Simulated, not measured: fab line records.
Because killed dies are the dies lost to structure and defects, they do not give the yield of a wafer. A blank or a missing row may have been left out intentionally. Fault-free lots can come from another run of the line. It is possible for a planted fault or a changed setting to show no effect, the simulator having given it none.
fab line records    flow nand-harc    part 1 of 2: steps 1 to 3 of 6
record lots=20  wafers=60  last-day=33
route steps=1302 shown A_STAIRCASE@785
lots that met no fault: from a run of the same line without faults
start-h: the number of hours between the record's first day and the start of the first shown wafer of the lot    wait-h: hours since the lot's step before    " repeats the value in the row above    L1.1+2: a row that stands for several wafers    - no value present, or no start provided    * or withheld: withheld    < > ~ a bound
route shown NAME@n: names a module that has steps shown in the file, with the first one's number in the route    usual: mean/standard deviation of fault-free wafers    same: alike in all rows    chamber/n: place in a boat    sites: readings site by site    _std_site: how widely they spread, as a standard deviation    _edge_site: outer sites' mean less inner sites'    radius-mm: how far each site lies from the wafer's centre    mask NAME#n: copy n    behind: the last tool/chamber to shape the wafer    hold: what put the lot on hold/how long, in hours/how the hold closed    device: whichever transistor did not switch (one of n, p or np)    end of line: tests run on the same wafers once the route is complete    for a step that has no rows: nothing shown but its recipe    killed: dies lost to structure and defects at the first sort, not the wafer's yield    map: the dies of a wafer, with x for killed, . for not killed, _ for no die there
set.NAME: the setting as run; set.NAME@STEP: as run at that earlier step    model.NAME: the simulator's own value behind a step, which no gauge read
route steps across a sampled set of lots; one table per step, one row per wafer
services: a tool's chamber out of use, with start hour (start-h, from the record's first day; less than 0 if before it), hours out, and reason
## steps
# step NHARC_A_STAIRCASE_ETCH_271
# recipe cf4-flow-sccm=100  chf3-flow-sccm=30  ar-flow-sccm=0  rf-w=500  bias-w=200  chemistry=CF4/CHF3
# usual bias-w=200.0/0.61  cf4-flow-sccm=99.98/0.3  drypump-motor-current-A=5.6/0.42  oes-product-au=0.942/0.019  rf-vpp-V=369.4/2.2  showerhead-plenum-p-Torr=1.54/0.059  throttle-valve-pct=16.801/0.0089
lot.wafer  tool         chamber  start-h  wait-h  bias-w  cf4-flow-sccm  drypump-motor-current-A  oes-product-au  rf-hours-counter-h  rf-vpp-V  showerhead-plenum-p-Torr  throttle-valve-pct
L074.4     rie-diel-03  0        382.96   0.1     199.8   99.70          6.1                      0.933           28                  370.1     1.58                      16.797
L074.2     "            1        "        "       199.1   100.11         5.8                      0.931           25                  366.9     1.46                      16.796
L074.1     "            2        "        "       200.4   99.72          5.5                      0.951           26                  369.7     1.57                      16.813
L076.4     rie-diel-03  1        391.00   0.1     200.0   100.01         5.8                      0.903           26                  366.2     1.46                      16.802
L076.6     "            0        "        "       201.2   100.11         6.1                      0.921           -                   370.0     1.58                      16.805
L076.5     "            1        "        "       200.0   99.91          5.8                      0.909           -                   366.5     1.46                      16.799
L075.3     rie-diel-02  1        392.60   0.1     199.2   99.81          6.1                      0.949           53                  375.4     1.69                      16.806
L075.5     "            0        "        "       199.9   100.08         5.2                      0.935           -                   370.5     1.59                      16.806
L075.6     "            1        "        "       200.6   99.73          6.2                      0.942           -                   373.7     1.69                      16.782
L077.2     rie-diel-11  3        403.53   3.0     199.3   100.28         5.9                      0.921           47                  368.5     1.50                      16.798
L077.1     "            0        "        "       199.9   99.73          6.3                      0.919           44                  369.5     1.54                      16.789
L077.3     "            2        "        "       199.8   100.04         5.3                      0.940           52                  369.1     1.51                      16.790
L078.1     rie-diel-03  3        421.59   0.1     199.4   100.25         5.1                      0.917           38                  369.4     1.54                      16.798
L078.4     "            0        "        "       200.4   99.87          6.1                      0.907           39                  370.6     1.58                      16.804
L078.2     "            1        "        "       200.1   100.09         5.7                      0.909           34                  366.2     1.46                      16.807
L079.2     rie-diel-11  3        429.53   0.1     199.9   100.03         5.8                      0.943           52                  366.9     1.50                      16.813
L079.5     "            3        "        "       199.1   99.94          5.9                      0.940           -                   367.4     1.50                      16.796
L079.6     "            0        "        "       201.0   100.36         6.3                      0.937           -                   368.2     1.54                      16.789
L080.3     rie-diel-02  3        451.09   0.1     201.1   100.21         5.2                      0.958           12                  368.8     1.53                      16.804
L080.4     "            0        "        "       200.8   100.03         5.2                      0.963           11                  370.7     1.59                      16.815
L080.5     "            0        "        "       200.0   99.65          5.3                      0.969           -                   371.5     1.59                      16.794
L081.3     rie-diel-03  3        457.56   0.1     199.1   100.24         5.1                      0.960           51                  369.6     1.54                      16.797
L081.1     "            0        "        "       202.3   99.70          6.0                      0.935           54                  370.7     1.58                      16.790
L081.5     "            1        "        "       200.0   99.78          5.8                      0.963           -                   366.6     1.45                      16.805
L084.2     rie-diel-02  1        471.27   0.1     200.1   100.35         6.2                      0.925           20                  374.5     1.68                      16.814
L084.6     "            2        "        "       199.8   99.91          5.0                      0.926           -                   368.9     1.56                      16.800
L084.5     "            3        "        "       200.2   99.71          5.2                      0.917           -                   370.0     1.53                      16.791
L082.4     rie-diel-02  0        471.54   0.2     199.2   100.34         5.2                      0.934           20                  370.9     1.58                      16.789
L082.1     "            1        "        "       200.4   100.21         6.2                      0.952           20                  374.1     1.68                      16.791
L082.5     "            0        "        "       200.5   100.30         5.2                      0.946           -                   370.5     1.58                      16.810
L083.2     rie-diel-11  2        476.94   0.1     201.4   100.18         5.3                      0.974           13                  366.7     1.51                      16.792
L083.3     "            3        "        "       199.1   99.85          5.9                      0.975           13                  368.3     1.50                      16.796
L083.4     "            0        "        "       200.8   100.12         6.4                      0.964           7                   369.7     1.53                      16.798
L086.2     rie-diel-11  2        487.40   0.1     201.6   99.94          5.3                      0.949           15                  367.9     1.51                      16.800
L086.1     "            1        "        "       199.7   100.19         5.6                      0.966           18                  367.6     1.46                      16.814
L086.5     "            3        "        "       199.9   100.00         5.9                      0.946           -                   367.9     1.50                      16.804
L085.4     rie-diel-11  2        496.62   0.1     200.0   100.14         5.3                      0.926           15                  368.4     1.51                      16.795
L085.1     "            3        "        "       199.6   100.29         5.9                      0.930           19                  366.0     1.50                      16.785
L085.2     "            1        "        "       199.7   99.73          5.6                      0.939           19                  367.2     1.46                      16.797
L088.4     rie-diel-11  3        529.08   0.2     200.1   100.41         5.9                      0.921           -                   367.6     1.49                      16.797
L088.5     "            1        "        "       199.5   99.79          5.6                      0.948           -                   367.3     1.46                      16.799
L088.6     "            2        "        "       199.8   99.78          5.3                      0.930           -                   368.8     1.51                      16.799
L089.3     rie-diel-03  3        531.52   0.1     200.2   100.38         5.1                      0.936           23                  367.4     1.53                      16.807
L089.4     "            2        "        "       199.7   100.21         5.5                      0.939           24                  370.6     1.56                      16.799
L089.6     "            0        "        "       200.7   100.13         6.1                      0.912           -                   370.1     1.57                      16.789
L091.2     rie-diel-02  3        539.45   0.1     200.0   100.14         5.2                      0.930           48                  369.0     1.52                      16.802
L091.3     "            1        "        "       200.4   99.71          6.2                      0.915           45                  374.6     1.67                      16.783
L091.1     "            2        "        "       199.5   100.59         4.9                      0.931           45                  370.3     1.56                      16.785
L092.1     rie-diel-02  1        550.76   0.1     200.4   99.80          6.2                      0.948           48                  375.4     1.67                      16.811
L092.4     "            3        "        "       200.4   100.35         5.2                      0.955           50                  369.7     1.52                      16.809
L092.5     "            0        "        "       200.8   99.64          5.2                      0.956           -                   370.4     1.58                      16.803
L094.2     rie-diel-03  2        576.04   0.1     199.5   100.49         5.5                      0.946           39                  370.7     1.56                      16.804
L094.3     "            3        "        "       200.7   99.21          5.1                      0.957           32                  369.2     1.53                      16.800
L094.5     "            2        "        "       200.2   100.53         5.5                      0.940           -                   369.1     1.56                      16.797
L096.4     rie-diel-11  1        587.73   0.2     200.8   100.00         5.6                      0.941           54                  365.1     1.45                      16.802
L096.2     "            3        "        "       199.5   100.14         5.9                      0.932           44                  367.9     1.49                      16.807
L096.5     "            2        "        "       199.9   99.54          5.3                      0.941           -                   367.5     1.50                      16.786
L095.3     rie-diel-11  2        587.79   0.2     200.0   99.97          5.3                      0.942           47                  368.0     1.50                      16.806
L095.1     "            1        "        "       199.4   100.21         5.6                      0.943           54                  364.3     1.45                      16.798
L095.6     "            2        "        "       199.5   99.98          5.3                      0.952           -                   368.4     1.50                      16.786
# step NHARC_A_STAIRCASE_ETCH_452
# recipe target-depth-a=300  overetch-a=30  time-s=16.5  ion-energy-ev=100  cf4-flow-sccm=80  o2-flow-sccm=20  ar-flow-sccm=0  rf-w=300  bias-w=100  chemistry=CF4/O2
# usual bias-w=99.98/0.29  cf4-flow-sccm=79.99/0.23  drypump-motor-current-A=5.6/0.42  oes-product-au=0.997/0.01  rf-vpp-V=197.4/1.4  showerhead-plenum-p-Torr=1.31/0.054  throttle-valve-pct=13.397/0.0094
lot.wafer  tool         chamber  start-h  wait-h  bias-w  cf4-flow-sccm  drypump-motor-current-A  oes-product-au  rf-hours-counter-h  rf-vpp-V  showerhead-plenum-p-Torr  throttle-valve-pct
L074.2     rie-diel-11  2        -        -       100.21  80.17          5.3                      1.010           47                  197.2     1.28                      13.395
L074.4     "            3        "        "       100.15  79.77          5.9                      1.001           41                  197.0     1.27                      13.404
L074.1     "            0        "        "       99.65   79.75          6.3                      1.001           37                  196.1     1.30                      13.386
L076.4     rie-diel-11  1        -        -       99.68   79.93          5.6                      0.997           46                  195.0     1.24                      13.401
L076.5     "            1        "        "       99.89   79.87          5.6                      0.995           -                   194.8     1.24                      13.404
L076.6     "            2        "        "       100.35  79.84          5.3                      0.994           -                   197.4     1.28                      13.398
L075.3     rie-diel-11  0        -        -       100.40  79.94          6.4                      1.003           44                  195.3     1.30                      13.415
L075.6     "            2        "        "       99.78   80.10          5.3                      1.005           -                   197.1     1.28                      13.388
L075.5     "            3        "        "       100.11  79.89          5.9                      0.988           -                   196.5     1.27                      13.376
L077.2     rie-diel-03  3        -        -       100.33  80.00          5.1                      0.996           33                  197.0     1.31                      13.389
L077.3     "            0        "        "       99.48   80.30          6.1                      0.971           34                  197.9     1.34                      13.404
L077.1     "            2        "        "       99.42   79.74          5.5                      0.985           34                  199.7     1.33                      13.402
L078.1     rie-diel-03  3        -        -       99.63   80.19          5.1                      1.001           39                  197.5     1.31                      13.384
L078.2     "            0        "        "       99.41   79.95          6.1                      0.975           40                  198.3     1.34                      13.391
L078.4     "            1        "        "       100.06  80.30          5.8                      0.989           36                  197.3     1.23                      13.404
L079.2     rie-diel-03  3        -        -       100.30  80.09          5.1                      1.008           42                  197.5     1.31                      13.398
L079.5     "            0        "        "       100.07  80.06          6.0                      0.980           -                   199.2     1.34                      13.388
L079.6     "            1        "        "       100.21  79.90          5.8                      0.981           -                   197.3     1.23                      13.398
L080.3     rie-diel-11  3        -        -       100.06  79.90          5.9                      1.005           7                   197.6     1.27                      13.394
L080.4     "            1        "        "       100.18  80.03          5.6                      1.013           7                   195.7     1.24                      13.402
L080.5     "            0        "        "       99.34   80.33          6.3                      0.997           -                   197.6     1.30                      13.406
L081.3     rie-diel-02  0        -        -       100.15  80.14          5.2                      0.994           19                  197.8     1.34                      13.409
L081.1     "            3        "        "       99.91   79.76          5.2                      0.983           18                  197.9     1.30                      13.394
L081.5     "            1        "        "       100.05  79.76          6.2                      0.985           -                   199.9     1.43                      13.398
L084.2     rie-diel-02  1        -        -       100.05  79.94          6.2                      0.986           24                  198.8     1.43                      13.390
L084.6     "            1        "        "       100.27  79.92          6.2                      0.991           -                   200.8     1.43                      13.396
L084.5     "            2        "        "       100.27  79.56          4.9                      0.993           -                   197.9     1.32                      13.382
L082.4     rie-diel-02  1        -        -       100.26  79.87          6.2                      0.988           25                  201.4     1.43                      13.388
L082.1     "            2        "        "       100.31  80.06          4.9                      1.004           24                  197.5     1.32                      13.397
L082.5     "            2        "        "       99.85   80.22          5.0                      0.991           -                   197.3     1.32                      13.392
L083.3     rie-diel-03  3        -        -       99.69   79.97          5.1                      0.998           9                   196.1     1.30                      13.391
L083.4     "            0        "        "       100.13  80.11          6.1                      0.982           12                  196.9     1.33                      13.397
L083.2     "            1        "        "       100.00  80.08          5.8                      0.988           12                  201.4     1.44                      13.403
L086.1     rie-diel-03  1        -        -       99.99   79.73          5.7                      0.987           14                  199.2     1.44                      13.399
L086.2     "            3        "        "       99.93   79.58          5.1                      0.993           11                  197.8     1.30                      13.410
L086.5     "            1        "        "       100.40  79.84          5.8                      0.990           -                   201.2     1.44                      13.383
L085.2     rie-diel-11  3        -        -       100.44  79.55          5.9                      1.010           20                  196.5     1.27                      13.393
L085.4     "            0        "        "       99.87   79.83          6.3                      1.001           15                  197.7     1.30                      13.402
L085.1     "            1        "        "       100.34  79.78          5.6                      1.011           21                  196.2     1.24                      13.401
L088.6     rie-diel-11  3        -        -       99.52   80.24          5.8                      1.003           -                   196.2     1.26                      13.400
L088.5     "            1        "        "       100.00  80.08          5.6                      0.996           -                   197.3     1.23                      13.413
L088.4     "            2        "        "       100.01  80.01          5.3                      0.993           -                   197.3     1.28                      13.410
L089.3     rie-diel-03  0        -        -       100.39  79.74          6.0                      0.991           27                  196.7     1.33                      13.403
L089.4     "            1        "        "       99.79   80.23          5.8                      0.988           29                  198.9     1.44                      13.389
L089.6     "            2        "        "       99.67   80.24          5.5                      1.003           -                   197.3     1.32                      13.393
L091.3     rie-diel-03  0        -        -       99.78   80.20          6.1                      0.981           29                  196.6     1.33                      13.388
L091.1     "            1        "        "       100.42  80.25          5.8                      1.002           31                  199.3     1.44                      13.400
L091.2     "            3        "        "       99.75   80.49          5.1                      1.001           28                  195.8     1.30                      13.388
L092.4     rie-diel-02  2        -        -       100.09  80.04          5.0                      0.995           50                  197.1     1.32                      13.405
L092.1     "            1        "        "       100.19  80.02          6.2                      0.977           51                  200.7     1.42                      13.404
L092.5     "            3        "        "       100.06  80.07          5.2                      0.989           -                   196.2     1.29                      13.385
L094.2     rie-diel-11  0        -        -       100.32  80.01          6.3                      0.997           33                  196.1     1.30                      13.393
L094.3     "            1        "        "       100.64  79.81          5.6                      1.002           54                  196.2     1.23                      13.403
L094.5     "            3        "        "       100.12  80.12          5.8                      1.002           -                   196.3     1.26                      13.410
L096.2     rie-diel-11  3        -        -       100.05  80.15          5.8                      0.992           52                  195.8     1.26                      13.397
L096.4     "            0        "        "       99.19   79.91          6.3                      1.009           -                   200.0     1.29                      13.392
L096.5     "            2        "        "       99.94   79.93          5.3                      1.014           -                   196.2     1.27                      13.387
L095.3     rie-diel-11  0        -        -       99.83   80.09          6.3                      0.995           39                  197.7     1.29                      13.405
L095.1     "            3        "        "       100.01  80.15          5.8                      0.993           53                  196.1     1.26                      13.389
L095.6     "            2        "        "       100.51  80.08          5.3                      0.996           -                   196.5     1.27                      13.400
# step NHARC_A_STAIRCASE_ETCH_313
# recipe cf4-flow-sccm=100  chf3-flow-sccm=30  ar-flow-sccm=0  rf-w=500  bias-w=200  chemistry=CF4/CHF3
# usual bias-w=200.0/0.63  cf4-flow-sccm=100.0/0.3  drypump-motor-current-A=5.6/0.42  oes-product-au=0.933/0.018  rf-vpp-V=369.3/2.3  showerhead-plenum-p-Torr=1.53/0.062  throttle-valve-pct=16.803/0.0098
lot.wafer  tool         chamber  start-h  wait-h  bias-w  cf4-flow-sccm  drypump-motor-current-A  oes-product-au  rf-hours-counter-h  rf-vpp-V  showerhead-plenum-p-Torr  throttle-valve-pct
L074.1     rie-diel-11  2        394.23   0.1     200.7   99.8           5.3                      0.926           49                  368.7     1.51                      16.795
L074.4     "            3        "        "       200.5   99.6           5.9                      0.922           42                  369.8     1.50                      16.794
L074.2     "            0        "        "       200.4   99.5           6.3                      0.915           39                  371.0     1.54                      16.800
L076.4     rie-diel-03  1        403.25   0.1     199.6   99.7           5.8                      0.913           30                  366.4     1.46                      16.795
L076.5     "            3        "        "       200.3   100.1          5.1                      0.918           -                   368.3     1.55                      16.828
L076.6     "            0        "        "       200.7   100.0          6.1                      0.915           -                   371.8     1.58                      16.797
L075.3     rie-diel-02  1        409.34   0.1     200.0   100.3          6.2                      0.964           1                   373.6     1.69                      16.811
L075.5     "            3        "        "       199.9   100.0          5.2                      0.965           -                   370.7     1.54                      16.790
L075.6     "            0        "        "       199.4   100.0          5.2                      0.955           -                   372.3     1.59                      16.816
L077.2     rie-diel-11  2        414.98   0.1     200.3   100.1          5.3                      0.926           55                  370.1     1.51                      16.798
L077.3     "            3        "        "       200.1   99.7           5.9                      0.921           51                  367.9     1.50                      16.788
L077.1     "            0        "        "       200.5   100.0          6.3                      0.918           47                  370.0     1.54                      16.823
L078.1     rie-diel-02  3        433.46   0.1     199.5   99.8           5.2                      0.924           5                   370.2     1.53                      16.817
L078.4     "            0        "        "       200.3   100.0          5.2                      0.919           5                   371.0     1.59                      16.808
L078.2     "            2        "        "       201.1   99.8           4.9                      0.921           5                   369.7     1.57                      16.808
L079.2     rie-diel-11  1        442.08   0.1     199.1   100.6          5.6                      0.971           0                   366.4     1.47                      16.813
L079.5     "            1        "        "       198.6   100.4          5.6                      0.963           -                   366.0     1.47                      16.794
L079.6     "            2        "        "       199.4   100.7          5.3                      0.970           -                   368.4     1.51                      16.812
L080.3     rie-diel-11  2        463.87   0.1     200.2   100.3          5.3                      0.922           10                  367.3     1.51                      16.796
L080.4     "            1        "        "       199.6   99.9           5.6                      0.937           9                   366.2     1.46                      16.791
L080.5     "            3        "        "       199.5   100.3          5.8                      0.937           -                   368.5     1.50                      16.813
L081.3     rie-diel-03  2        471.74   0.1     200.0   99.6           5.5                      0.968           0                   369.9     1.57                      16.804
L081.1     "            0        "        "       198.7   100.0          6.1                      0.935           1                   369.1     1.58                      16.811
L081.5     "            1        "        "       200.3   99.7           5.8                      0.957           -                   376.1     1.70                      16.815
L084.2     rie-diel-11  3        483.19   0.1     198.7   99.8           5.9                      0.934           16                  368.7     1.50                      16.800
L084.5     "            1        "        "       200.4   100.5          5.7                      0.932           -                   366.5     1.46                      16.805
L084.6     "            3        "        "       200.9   100.0          5.9                      0.920           -                   367.4     1.50                      16.800
L082.1     rie-diel-11  0        485.03   0.1     199.0   99.9           6.3                      0.928           11                  370.8     1.53                      16.804
L082.5     "            1        "        "       199.1   100.0          5.6                      0.939           -                   366.4     1.46                      16.804
L082.4     "            3        "        "       199.3   100.1          5.8                      0.939           -                   367.0     1.50                      16.814
L083.2     rie-diel-03  3        490.80   0.1     199.5   100.3          5.1                      0.929           11                  369.7     1.54                      16.807
L083.3     "            1        "        "       199.7   100.1          5.8                      0.929           13                  374.3     1.70                      16.800
L083.4     "            1        "        "       199.5   99.8           5.7                      0.919           -                   374.0     1.70                      16.812
L086.2     rie-diel-03  2        500.72   0.1     200.7   99.9           5.5                      0.918           12                  369.5     1.56                      16.802
L086.1     "            3        "        "       200.2   99.9           5.1                      0.926           12                  369.5     1.54                      16.803
L086.5     "            2        "        "       200.6   99.6           5.5                      0.931           -                   368.6     1.56                      16.808
L085.1     rie-diel-02  1        509.34   0.1     198.1   99.7           6.2                      0.908           34                  374.4     1.68                      16.784
L085.4     "            2        "        "       198.9   100.3          4.9                      0.912           32                  371.2     1.56                      16.789
L085.2     "            3        "        "       199.9   100.0          5.2                      0.923           32                  369.3     1.53                      16.808
L088.4     rie-diel-02  1        544.39   0.1     200.0   100.3          6.2                      0.913           47                  373.4     1.67                      16.827
L088.5     "            0        "        "       199.7   100.4          5.2                      0.920           -                   370.0     1.58                      16.791
L088.6     "            1        "        "       200.0   100.2          6.2                      0.903           -                   373.0     1.67                      16.783
L089.4     rie-diel-11  3        545.12   0.1     199.3   100.1          5.9                      0.938           34                  367.4     1.49                      16.824
L089.3     "            1        "        "       200.3   99.9           5.6                      0.932           35                  365.3     1.46                      16.815
L089.6     "            3        "        "       200.1   99.9           5.8                      0.936           -                   367.1     1.49                      16.805
L091.3     rie-diel-11  1        552.72   0.1     199.4   100.4          5.6                      0.925           41                  365.2     1.46                      16.797
L091.1     "            2        "        "       200.4   100.5          5.3                      0.926           34                  368.7     1.50                      16.789
L091.2     "            3        "        "       199.1   100.1          5.9                      0.930           37                  367.9     1.49                      16.803
L092.1     rie-diel-11  0        564.49   0.1     199.2   99.9           6.3                      0.991           22                  369.4     1.53                      16.810
L092.4     "            1        "        "       200.9   100.0          5.6                      0.954           44                  366.7     1.46                      16.795
L092.5     "            2        "        "       199.9   99.9           5.3                      0.965           -                   368.0     1.50                      16.807
L094.3     rie-diel-11  3        594.11   0.1     200.2   100.0          5.9                      0.919           48                  367.1     1.49                      16.810
L094.2     "            0        "        "       200.1   99.7           6.4                      0.924           36                  369.7     1.53                      16.817
L094.5     "            3        "        "       199.2   99.9           5.8                      0.921           -                   367.2     1.49                      16.794
L096.2     rie-diel-11  3        605.10   0.1     200.5   99.9           5.8                      0.915           56                  367.4     1.49                      16.816
L096.5     "            3        "        "       200.6   100.3          5.8                      0.928           -                   367.5     1.49                      16.795
L096.4     "            2        "        "       199.2   99.4           5.3                      0.945           -                   368.2     1.50                      16.798
L095.3     rie-diel-02  2        606.84   0.1     200.0   99.5           4.9                      0.963           13                  370.5     1.55                      16.794
L095.1     "            0        "        "       199.8   100.3          5.2                      0.967           14                  371.1     1.57                      16.813
L095.6     "            2        "        "       200.5   99.5           4.9                      0.954           -                   371.1     1.55                      16.807
